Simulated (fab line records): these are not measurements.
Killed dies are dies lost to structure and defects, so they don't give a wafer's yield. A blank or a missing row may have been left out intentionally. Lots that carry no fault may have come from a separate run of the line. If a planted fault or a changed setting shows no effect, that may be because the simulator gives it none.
A lot that was struck, set against a sound lot || flow nandHarc || 15 steps out of a route of 1159
Sound: wafers L463.2, L463.3, L463.5. The struck wafers were L470.1, L470.2, L470.3. The cause is given at the end.
At each step with rows: each side's tool, then ch and its chambers, then its first start. Under that, the readings that differ: sound wafers || struck wafers || difference of the means || sigmas: that difference in standard deviations of wafers without a fault.
alike: readings whose means differ by less than 2 such deviations, and words and numbers that are the same on both sides. not compared: withheld readings, readings that some wafer has no value for, bounds like >300 that may hide the same value, and numbers for which the record gives no deviation and whose values overlap.
The two part at a step that has a row with sigmas, a row that says differs or no value, or rows on one side only. Numbers that have no deviation but don't overlap get no sigmas and don't part them. Lack of a reading on every wafer of one side parts them only where that side has two or more wafers.

first, 5 steps without rows for these wafers: NHARC_A_CONTACT_SOFTBAKE_03 (time 55 s); NHARC_A_CONTACT_EBR_04; NHARC_A_CONTACT_EXPOSE_05 (exposes mask A CC); NHARC_A_CONTACT_PEB_06 (peb time 65 s); NHARC_A_CONTACT_DEVELOP_07 (develop time 35 s).
NHARC_A_CONTACT_CD_MEAS_08: target cd 100 nm.
  sound on cdSem-02 ch 0, day 17 10:09; struck on cdSem-03 ch 0, day 19 11:58
  alike: cdNm
NHARC_A_CONTACT_OVL_MEAS_09:
  sound on overlay-02 at day 17 10:14; struck on overlay-01 at day 19 12:03
  alike: overlayXNm, overlayYNm
NHARC_A_CONTACT_INSPECT_10:
  sound on defectInspect-02 at day 17 10:17; struck on defectInspect-01 at day 19 12:05
  alike: rawDefectCount
NHARC_A_CONTACT_DESCUM_13: chemistry O2, time 3 s.
  sound on rieDiel-08 ch 0,2,3, day 17 10:21; struck on rieDiel-07 ch 0,2,3, day 19 12:10
  alike: drypumpMotorCurrentA, o2FlowSccm, oesProductAu, rfVppV, showerheadPlenumPTorr, throttleValvePct
  not compared: rfHoursCounterH
NHARC_A_CONTACT_ETCH_88: etches the open film in CF4, target depth 39 nm, time 65 s.
  sound on rieDiel-08 ch 1,2, day 17 10:25; struck on rieDiel-07 ch 0,2,3, day 19 12:14
{"reading": "drypumpMotorCurrentA (A)", "sound": "6.1 6.6 6.5", "struck": "5.3 4.9 5.7", "difference": -1.1, "sigmas": -2}
  alike: biasW, cf4FlowSccm, oesProductAu, rfVppV, showerheadPlenumPTorr, throttleValvePct
  not compared: rfHoursCounterH
NHARC_A_CONTACT_ETCH_89: etches the open film in N2/H2, target depth 260 nm, time 475.3 s.
  sound: rieDiel-08 ch 0,1,2; struck: rieDiel-07 ch 0,1,2
  alike: biasW, chamberPressureMTorr, drypumpMotorCurrentA, oesProductAu, rfVppV, showerheadPlenumPTorr, throttleValvePct
  not compared: rfHoursCounterH
NHARC_A_CONTACT_ETCH_30: etches the open film in CF4/CHF3, target depth 60.5 nm, time 30.2 s.
  sound: rieDiel-08 ch 1,3; struck: rieDiel-07 ch 1,2,3
  alike: biasW, cf4FlowSccm, drypumpMotorCurrentA, oesProductAu, rfVppV, showerheadPlenumPTorr, throttleValvePct
  not compared: rfHoursCounterH
NHARC_A_CONTACT_ETCH_31: etches the open film in O2/COS, target depth 2000 nm, time 520 s.
  sound on rieDiel-08 ch 0,2, day 17 10:56; struck on rieDiel-07 ch 0,2,3, day 19 12:44
  no value came back on the struck wafers for any of 8 readings (biasW (W), chamberPressureMTorr (mTorr) and others); on the sound wafers biasW (W) reads 299.5 298.2 298.7
  not compared: rfHoursCounterH
NHARC_A_CONTACT_ETCH_134: etches the open film in C4F8/O2/Ar, time 140 s, target depth 700 nm.
  sound on harCapEtch-03 ch 1, day 17 11:22; struck on harCapEtch-03 ch 0,1, day 19 13:08
  alike: chamberPressureMTorr, oesAirLineAu
  not compared: rfHoursCounterH
-- the record jumps here: 2 days lie between the struck wafers' starts before and after (it left off in module A_CONTACT and takes up again in module END, whose first step shown is number 1159 of the route) --
NHARC_END_SORT_01:
  sound on prober-01 ch 0, day 20 01:32; struck on prober-01 ch 0, day 21 17:13
{"reading": "killedAtArray", "sound": "38 35 35", "struck": "671 669 667", "difference": "+633", "sigmas": "+53"}
{"reading": "killedAtPeriphery", "sound": "5 2 1", "struck": "6 8 9", "difference": "+5", "sigmas": "+2"}
{"reading": "killedDies", "sound": "43 38 36", "struck": "677 677 677", "difference": "+638", "sigmas": "+58"}
{"reading": "killedShort", "sound": "0 1 2", "struck": "2 3 7", "difference": "+3", "sigmas": "+2"}
  alike: killedAtOther, killedOpen

## WHERE THEY PART
At NHARC_A_CONTACT_ETCH_88 first; at NHARC_END_SORT_01 last (within this record only).

WHY: what had been put in by the simulator
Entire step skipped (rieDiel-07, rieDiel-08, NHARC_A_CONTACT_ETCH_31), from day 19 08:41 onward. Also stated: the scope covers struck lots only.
